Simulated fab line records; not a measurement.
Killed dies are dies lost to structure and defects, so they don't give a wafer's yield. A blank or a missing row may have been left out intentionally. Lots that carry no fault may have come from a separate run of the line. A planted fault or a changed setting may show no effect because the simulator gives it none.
A struck lot beside a sound one	flow nand-harc	16 out of 1302 route steps
Sound: these wafers, L139.2, L139.4, L139.6. Struck: wafer L151.1 (left out: L151.4, L151.6 of the same lot, which were not struck); the cause appears at the end.
At each step with rows: each side's tool, then ch and its chambers, then its first start. Under that, the readings that differ: sound wafers	struck wafers	difference of the means	sigmas: that difference in standard deviations of wafers without a fault.
alike: words and numbers the same on both sides, and readings whose means are apart by under 2 such deviations; not compared: readings that were withheld, readings missing a value for some wafer, numbers with overlapping values and no deviation given by the record, and bounds like >300 which may hide the same value.
The two part at a step that has a row with sigmas, a row that says differs or no value, or rows on one side only. Numbers that don't overlap but have no deviation are shown without sigmas and don't part them. Lack of a reading on every wafer of one side parts them only where that side has two or more wafers.

NHARC_P_M1_INSPECT_11:
  sound on defect-inspect-02, day 7 05:34; struck on defect-inspect-01, day 12 08:01
  alike: raw-defect-count
then, 2 steps without rows for these wafers: NHARC_P_M1_DESCUM_14 (chemistry O2, time 3 s); NHARC_P_M1_ETCH_35 (etches the open film in N2/H2, target depth 40 nm, overetch 12 nm, time 43.94 s).
NHARC_P_M1_ETCH_15: etches the open film in C4F8/Ar, target depth 182.5 nm, time 91.2 s.
  sound: rie-diel-12 ch 2,3; struck: rie-diel-01 ch 3
  alike: oes-product-au, rf-vpp-V
  not compared: rf-hours-counter-h
NHARC_P_M1_CD_MEAS_16:
  sound on cd-sem-03, day 7 05:56; struck on cd-sem-01, day 12 08:23
  alike: cd-nm
then, 3 steps without rows for these wafers: NHARC_P_M1_STRIP_18 (strips in N2/H2); NHARC_P_M1_ETCH_28 (etches the open film in CF4/N2, target depth 30 nm, time 72.99 s); NHARC_P_M1_STRIP_19 (strips in post etch residue remover, time 600 s).
NHARC_P_M1_DEGAS_29: time 60 s.
  sound on pvd-sputter-02, day 7 06:38; struck on pvd-sputter-02, day 12 09:05
  alike: heater-power-w
NHARC_P_M1_PRE_CLEAN_30: time 30 s.
  sound on pvd-sputter-02; struck on pvd-sputter-02
  alike: heater-power-w
NHARC_P_M1_PVD_20: deposits TaN, target thk 5 nm, time 8.06 s.
  sound on pvd-sputter-02; struck on pvd-sputter-02
  alike: throttle-valve-pct
then, 1 step without rows for these wafers: NHARC_P_M1_PVD_21 (deposits Cu, target thk 30 nm, time 20.49 s).
NHARC_P_M1_ECD_22: material Cu, target thk 400 nm.
  sound on ecd-cu-02 ch 1, day 7 07:03; struck on ecd-cu-01 ch 0,1, day 12 09:30
NHARC_P_M1_ANNEAL_31: time 90 s.
  sound on rtp-anneal-01 ch 0, day 7 07:26; struck on rtp-anneal-01 ch 0, day 12 09:49
  alike: wafer_temp_C_max
NHARC_P_M1_CMP_23: polishes, t overpolish 20 s, target thk 157.82 nm.
  sound on cmp-02 ch 0,1,2, day 7 07:46; struck on cmp-03 ch 1, day 12 10:12
reading	sound	struck	difference	sigmas
time-to-endpoint-s (s)	27.9 28.3 28.9	16.6	-11.8	-4
  alike: motor-current-A
NHARC_P_M1_THK_MEAS_24: measures by xrf.
  sound on film-metro-01, day 7 08:02; struck on film-metro-02, day 12 10:29
  alike: thk-nm

== WHERE THEY PART ==
NHARC_P_M1_CMP_23 only, going by this record. Later steps at which nothing parts them and some readings are alike: NHARC_P_M1_THK_MEAS_24.

WHY: what had been put in by the simulator
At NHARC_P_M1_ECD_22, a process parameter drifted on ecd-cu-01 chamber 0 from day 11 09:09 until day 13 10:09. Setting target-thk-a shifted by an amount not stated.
